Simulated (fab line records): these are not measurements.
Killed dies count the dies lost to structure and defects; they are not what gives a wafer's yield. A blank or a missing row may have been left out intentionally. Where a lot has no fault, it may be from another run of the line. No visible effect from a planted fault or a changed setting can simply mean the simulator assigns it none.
Code-filled problem report in 8D (eight disciplines) form / flow nand harc / the parts of the form that need people (team, actions taken, sign-off) are left out

== 1. THE PROBLEM ==
At NHARC_END_SORT_01, killed at periphery averages 21.7 over 3 wafers from 2 lots, while fault-free wafers read 4.2, standard deviation 2.8. Relative to the usual mean, that is a shift of +6.2 standard deviations.
The first sign was on wafer L789.2 at day 33 08:17, on prober-02. The record holds 39 wafers of 13 lots with a number at this step. Rule for "out", or "out of limits": more than 4 standard deviations from the usual mean. All remaining wafers that have a number are taken as sound.

== 2. WHAT IT IS, AND WHAT IT ISN'T ==
question=which readings at this step | is=killed at periphery | is not=killed at array, killed dies, killed open, killed short
question=which lots | is=L789, L791 | is not=L768, L771, L773, L775, L776, L778, L779, L780, L781, L783, L790
question=which wafers of those lots | is=L789.2, L791.4, L791.6 | is not=L789.1, L789.3, L791.2
question=read on which gauges | is=prober-01, prober-02 | is not=-
question=when | is=from day 33 08:17 | is not=up to then (31 sound wafers); but 5 sound wafers of L789, L790, L791 came after

== 3. THE SUSPECTS, EACH WITH WHAT RULES IT OUT ==
Counting: if a tool at a process step up to the reading ran every lot that is out, it stays a suspect. Sound lots after the first of them don't rule it out here, since some wafers of a struck lot are sound.
- ruled out: the gauge at NHARC_END_SORT_01. Those wafers that are out were read across 2 gauges (prober-01, prober-02).
- cvd w-01 at NHARC_P_CONTACT_CVD_23 (deposits W, target thk 200 nm, time 557 s): kept. Ran every lot that is out, first one L789 (day 15 04:01); last sound lot up to then L783 (day 12 03:51).
- pvd sputter-03 at NHARC_THIN_TSV_DEGAS_53 (time 60 s): kept. Ran every lot that is out, first one L789 (day 32 21:09); last sound lot up to then L783 (day 30 08:17).
- rie diel-09 at NHARC_THIN_TSV_DESCUM_35 (chemistry O2, time 3 s): kept. Ran every lot that is out, first one L789 (day 32 22:28); last sound lot up to then L783 (day 30 09:37).
- Within cvd w-01 at NHARC_P_CONTACT_CVD_23, the wafers that are out were processed in chamber 0 and their sound lot-mates in chamber 1.
Still standing after the count: cvd w-01 at NHARC_P_CONTACT_CVD_23, pvd sputter-03 at NHARC_THIN_TSV_DEGAS_53, rie diel-09 at NHARC_THIN_TSV_DESCUM_35.

== 4. THE CAUSE (what the simulator had put in) ==
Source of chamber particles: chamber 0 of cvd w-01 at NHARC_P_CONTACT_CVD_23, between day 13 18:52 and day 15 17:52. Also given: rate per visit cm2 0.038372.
Counting leaves 3 suspects; this tool is one of them.

== 5. SEQUENCE OF EFFECTS, ordered by route ==
Each row: a reading where the mean over the struck wafers with a number is more than 3 standard deviations away from the usual. Only readings whose record carries a usual standard deviation are examined. hours: median over the lots of the time between each lot's start at the first step of this table that gives one and its start at this step. sigmas: the change, counted in usual standard deviations.
hours=0; step=NHARC_END_SORT_01; reading=killed at periphery; usual=4.2; on struck wafers=21.7; change=+17.5; sigmas=+6.2

== 6. HOW IT WOULD HAVE BEEN CAUGHT EARLIER ==
The first out-of-limits reading at a measuring or inspecting step in this record came at day 33 08:17, 469 hours after the fault's start at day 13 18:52.
Tool readings at NHARC_P_CONTACT_CVD_23 with a usual standard deviation given in the record: none out on any struck wafer, hence no alarm at a limit of 4 standard deviations on them.
The start of NHARC_P_CONTACT_CVD_23 on cvd w-01 came by day 33 08:17 for every one of the lots that are out (2). A hold on the tool at that time would have spared none of them.
